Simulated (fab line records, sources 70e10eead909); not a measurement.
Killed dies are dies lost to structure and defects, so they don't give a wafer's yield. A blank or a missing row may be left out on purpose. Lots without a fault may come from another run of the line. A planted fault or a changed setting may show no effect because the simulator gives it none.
A struck lot beside a sound one | flow nand_harc | 13 steps out of a route of 1302
Sound: wafers L846.1, L846.2, L846.5. Struck: wafer L861.4. (L861.2, L861.5 of the same lot were not struck and are left out.) The cause comes at the end.
At each step with rows: each side's tool, then ch and its chambers, then its first start. Under that, the readings that differ: sound wafers | struck wafers | difference of the means | sigmas: that difference in standard deviations of wafers without a fault.
alike: readings whose means differ by less than 2 such deviations, and words and numbers that are the same on both sides. not compared: withheld readings, readings that some wafer has no value for, bounds like >300 that may hide the same value, and numbers for which the record gives no deviation and whose values overlap.
The two part at a step that has a row with sigmas, a row that says differs or no value, or rows on one side only. Numbers that don't overlap but have no deviation are shown without sigmas and don't part them. A reading that every wafer of one side lacks parts them only if that side has two wafers or more.

first, 3 steps without rows for these wafers: NHARC_A_STAIRCASE_PEB_182 (peb time 130 s); NHARC_A_STAIRCASE_DEVELOP_183 (time 140 s); NHARC_A_STAIRCASE_HARDBAKE_185 (time 140 s).
NHARC_A_STAIRCASE_DESCUM_186: chemistry O2, time 3 s.
  sound on rie_diel-03 ch 1,2, day 19 00:28; struck on rie_diel-03 ch 2, day 24 23:51
  reading                         | sound          | struck | difference | sigmas
  rf_vpp_V (V)                    | 57.1 57.4 57.5 | 59.9   | +2.6       | +3
  showerhead_plenum_p_Torr (Torr) | 1.76 1.79 1.76 | 2.06   | +0.29      | +3
  alike: chamber_pressure_mTorr, drypump_motor_current_A, oes_product_au, throttle_valve_pct
  not compared: rf_hours_counter_h
NHARC_A_STAIRCASE_TRIM_187: chemistry O2, time 211.2 s.
  sound on rie_diel-03 ch 0,1,3, day 19 00:39; struck on rie_diel-03 ch 3, day 24 23:55
  alike: chamber_pressure_mTorr, drypump_motor_current_A, oes_product_au, rf_vpp_V, showerhead_plenum_p_Torr, throttle_valve_pct
  not compared: rf_hours_counter_h
NHARC_A_STAIRCASE_ETCH_188: etches the open film in C4F8/O2, target depth 100 nm, time 40.5 s.
  sound on rie_diel-03 ch 0,1; struck on rie_diel-03 ch 2
  alike: chamber_pressure_mTorr, oes_product_au, rf_vpp_V, run_length_s
  not compared: rf_hours_counter_h
then, 1 step without rows for these wafers: NHARC_A_STAIRCASE_TRIM_189 (chemistry O2, time 211.2 s).
NHARC_A_STAIRCASE_ETCH_190: etches the open film in C4F8/O2, target depth 100 nm, time 40.5 s.
  sound on rie_diel-03 ch 2,3; struck on rie_diel-03 ch 3
  alike: chamber_pressure_mTorr, oes_product_au, rf_vpp_V, run_length_s
  not compared: rf_hours_counter_h
NHARC_A_STAIRCASE_TRIM_191: chemistry O2, time 211.2 s.
  sound on rie_diel-03 ch 0,1,3; struck on rie_diel-03 ch 1
  reading      | sound          | struck | difference | sigmas
  rf_vpp_V (V) | 59.4 57.7 58.2 | 56.5   | -1.9       | -2
  alike: chamber_pressure_mTorr, drypump_motor_current_A, oes_product_au, showerhead_plenum_p_Torr, throttle_valve_pct
  not compared: rf_hours_counter_h
then, 2 steps without rows for these wafers: NHARC_A_STAIRCASE_ETCH_192 (etches the open film in C4F8/O2, target depth 100 nm, time 40.5 s); NHARC_A_STAIRCASE_TRIM_193 (chemistry O2, time 211.2 s).
NHARC_A_STAIRCASE_ETCH_194: etches the open film in C4F8/O2, target depth 100 nm, time 40.5 s.
  sound on rie_diel-03 ch 1,3, day 19 02:06; struck on rie_diel-03 ch 0, day 25 01:05
  reading          | sound          | struck | difference | sigmas
  run_length_s (s) | 62.0 62.3 61.4 | 71.9   | +10.0      | +20
  alike: chamber_pressure_mTorr, oes_product_au, rf_vpp_V
  not compared: rf_hours_counter_h
-- the record jumps here: 9 days lie between the struck wafers' starts before and after (it left off in module A_STAIRCASE and takes up again in module END, whose first step shown is number 1302 of the route) --
NHARC_END_SORT_01:
  sound on prober-01 ch 0, day 27 07:24; struck on prober-01 ch 0, day 33 13:52
  reading         | sound    | struck | difference | sigmas
  killed_at_array | 57 57 52 | 226    | +171       | +11
  killed_dies     | 60 58 52 | 230    | +173       | +11
  killed_open     | 3 1 0    | 7      | +6         | +3
  alike: killed_at_other, killed_at_periphery, killed_short

WHERE THEY PART
First at NHARC_A_STAIRCASE_DESCUM_186; last, within this record, at NHARC_END_SORT_01.

WHY: what the simulator had put in
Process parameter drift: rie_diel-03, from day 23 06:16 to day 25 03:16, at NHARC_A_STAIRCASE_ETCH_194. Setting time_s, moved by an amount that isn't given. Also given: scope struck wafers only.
